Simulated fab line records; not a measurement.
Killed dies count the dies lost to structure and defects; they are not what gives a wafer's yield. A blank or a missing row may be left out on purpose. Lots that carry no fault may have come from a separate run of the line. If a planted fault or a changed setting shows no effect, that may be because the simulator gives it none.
The tool behind it: which one? -- flow n5Finfet -- 22 lots with 66 wafers sampled at 2 steps, on a route of 1938 steps

== WHAT THE GAUGES SHOWED, per wafer ==
N5_BEOL_M6_CD_MEAS_18: pitch 80 nm, target cd 40 nm.
lot,measured,on,cdNm (nm)
L074,day 9 19:26,cdSem-02,40.8 40.4 39.2
L075,day 10 21:21,cdSem-02,41.3 41.1 40.7
L078,day 10 21:48,cdSem-03,41.5 42.1 40.7
L077,day 11 06:22,cdSem-02,37.8 38.6 38.2
L079,day 11 15:32,cdSem-02,41.0 40.3 42.0
L082,day 12 03:24,cdSem-03,39.3 38.8 40.2
L083,day 12 04:56,cdSem-03,40.8 40.1 41.0
L081,day 12 11:56,cdSem-01,39.6 40.9 41.0
L080,day 12 13:32,cdSem-02,40.1 40.2 41.4
L084,day 12 21:15,cdSem-02,41.6 41.4 41.8
L085,day 13 04:53,cdSem-02,40.6 38.3 39.7
L088,day 13 12:31,cdSem-02,40.3 41.4 41.5
L087,day 13 19:25,cdSem-03,41.1 39.8 40.8
L089,day 14 03:35,cdSem-02,39.4 39.3 40.0
L086,day 14 06:01,cdSem-02,40.2 41.9 40.7
L091,day 14 06:16,cdSem-02,40.8 40.1 40.3
L093,day 14 22:07,cdSem-02,41.0 39.0 40.9
L092,day 15 03:57,cdSem-02,41.4 40.0 41.0
L094,day 15 13:23,cdSem-03,41.5 40.6 41.3
L096,day 15 20:51,cdSem-03,41.0 39.8 41.0
L095,day 16 04:01,cdSem-03,41.7 40.6 41.5
L097,day 16 06:25,cdSem-03,38.6 39.6 38.3

N5_BEOL_M6_INSPECT_30: inspects for defects (brightfield).
lot,measured,on,rawDefectCount
L074,day 9 20:16,defectInspect-02,395 320 379
L075,day 11 01:34,defectInspect-02,289 304 427
L078,day 11 01:44,defectInspect-02,460 485 504
L077,day 11 09:33,defectInspect-02,545 374 434
L079,day 11 16:13,defectInspect-01,426 340 399
L082,day 12 05:10,defectInspect-02,563 557 560
L083,day 12 05:28,defectInspect-02,286 256 247
L081,day 12 12:47,defectInspect-02,597 446 441
L080,day 12 14:45,defectInspect-02,509 485 493
L084,day 12 22:36,defectInspect-02,377 483 373
L085,day 13 07:05,defectInspect-01,438 321 370
L088,day 13 12:55,defectInspect-02,567 585 436
L087,day 13 23:53,defectInspect-01,343 401 328
L089,day 14 04:32,defectInspect-02,384 425 309
L086,day 14 06:29,defectInspect-01,472 417 444
L091,day 14 08:54,defectInspect-01,317 353 455
L093,day 14 22:31,defectInspect-02,268 325 228
L092,day 15 04:56,defectInspect-02,407 462 419
L094,day 15 14:52,defectInspect-01,388 425 611
L096,day 15 21:42,defectInspect-01,452 633 471
L095,day 16 04:32,defectInspect-01,358 354 331
L097,day 16 07:16,defectInspect-01,485 481 542

== WHICH TOOL RAN EACH LOT (tool, then ch and the chambers of the sampled wafers, then the start) ==
No process step before these readings appears in the record.

== WHAT THE TOOLS THEMSELVES READ (means of the sampled wafers that have a number; where no wafer has one, the mark that the record gives instead) ==
The record holds no such reading with a usual standard deviation.

== THE ANSWER, worked out from the rows above alone ==
Rule: usual is defined by the lots themselves. Put in order of their means at a reading, lots are off if they are a third of the lots or fewer, leave a main group of 4 or more, and stand apart from it by a gap of 3 or more times the standard deviation of the main group's means; of several such gaps the widest counts. A main group whose means are all the same, to the digits that the tables above print for the reading, isn't used. A lot without any number at a reading at which 4 lots or more have one is off too. The other lots that the step has rows for count as sound. First the gauges in route order, then the tools' own readings, where a lot's mean is used as printed above. The first step at which some lot is off is used, and at that step the reading that is off furthest; a lot without a number counts as furthest.
No lot is off at any reading shown: from this, nothing can be told.

== WHAT HAD BEEN PUT IN BY THE SIMULATOR ==
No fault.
